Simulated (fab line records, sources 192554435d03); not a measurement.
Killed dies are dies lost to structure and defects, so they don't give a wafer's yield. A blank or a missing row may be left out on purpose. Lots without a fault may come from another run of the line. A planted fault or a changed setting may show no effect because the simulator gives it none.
Which tool did it? | flow n5_finfet | 10 lots, 29 wafers sampled, at 2 steps of a route of 1938

WHAT THE GAUGES READ, wafer by wafer
N5_BEOL_M4_RC_MEAS_101.
lot  | measured     | on        | DIBL_N (mV/V)
L353 | day 8 00:26  | prober-02 | 35.2 37.8 35.8
L354 | day 8 03:04  | prober-01 | 35.5 35.7 34.9
L355 | day 8 07:41  | prober-02 | 32.6 32.3 32.3
L356 | day 8 16:58  | prober-02 | 35.0 33.2 33.3
L358 | day 9 05:11  | prober-02 | 35.9 39.3 35.9
L361 | day 11 13:51 | prober-02 | 34.7
L370 | day 13 05:17 | prober-02 | 39.6 39.0 37.7
L371 | day 14 07:01 | prober-02 | 37.0 34.8 38.7
L373 | day 13 08:12 | prober-02 | 36.1 35.3 33.6
L375 | day 14 01:46 | prober-02 | 36.8 33.8 34.3

WHICH TOOL RAN EACH LOT (tool, then ch and the chambers of the sampled wafers, then the start)
lot  | N5_MOL_CONTACT_COAG_ETCH_48
L353 | rie_diel-06 ch 0,1,3, day 5 10:02
L354 | rie_diel-06 ch 1,2,3, day 5 14:16
L355 | rie_diel-06 ch 1,2,3, day 5 15:38
L356 | rie_diel-06 ch 0,3, day 5 23:41
L358 | rie_diel-06 ch 0,1,3, day 6 08:49
L361 | rie_diel-06 ch 0,2, day 7 14:02
L370 | rie_diel-02 ch 1,2,3, day 9 15:22
L371 | rie_diel-02 ch 0,1, day 9 22:50
L373 | rie_diel-05 ch 0,1, day 10 05:47
L375 | rie_diel-05 ch 1,2, day 10 17:47
- N5_MOL_CONTACT_COAG_ETCH_48: etches SiOC in C4F6/O2, target depth 15 nm, overetch 4.5 nm, time 17 s.

THE ANSWER, worked out from the rows above alone
Rule: what is usual is taken from the lots themselves. Put in order of their means at a reading, lots are off if they are a third of the lots or fewer, leave a main group of 4 or more, and stand apart from it by a gap of 3 or more times the standard deviation of the main group's means; of several such gaps the widest counts. A main group whose means are all the same, to the digits that the tables above print for the reading, isn't used. A lot without any number at a reading at which 4 lots or more have one is off too. The other lots that the step has rows for count as sound.
No lot is off at any reading shown: from this, nothing can be told.

WHAT THE SIMULATOR HAD PUT IN
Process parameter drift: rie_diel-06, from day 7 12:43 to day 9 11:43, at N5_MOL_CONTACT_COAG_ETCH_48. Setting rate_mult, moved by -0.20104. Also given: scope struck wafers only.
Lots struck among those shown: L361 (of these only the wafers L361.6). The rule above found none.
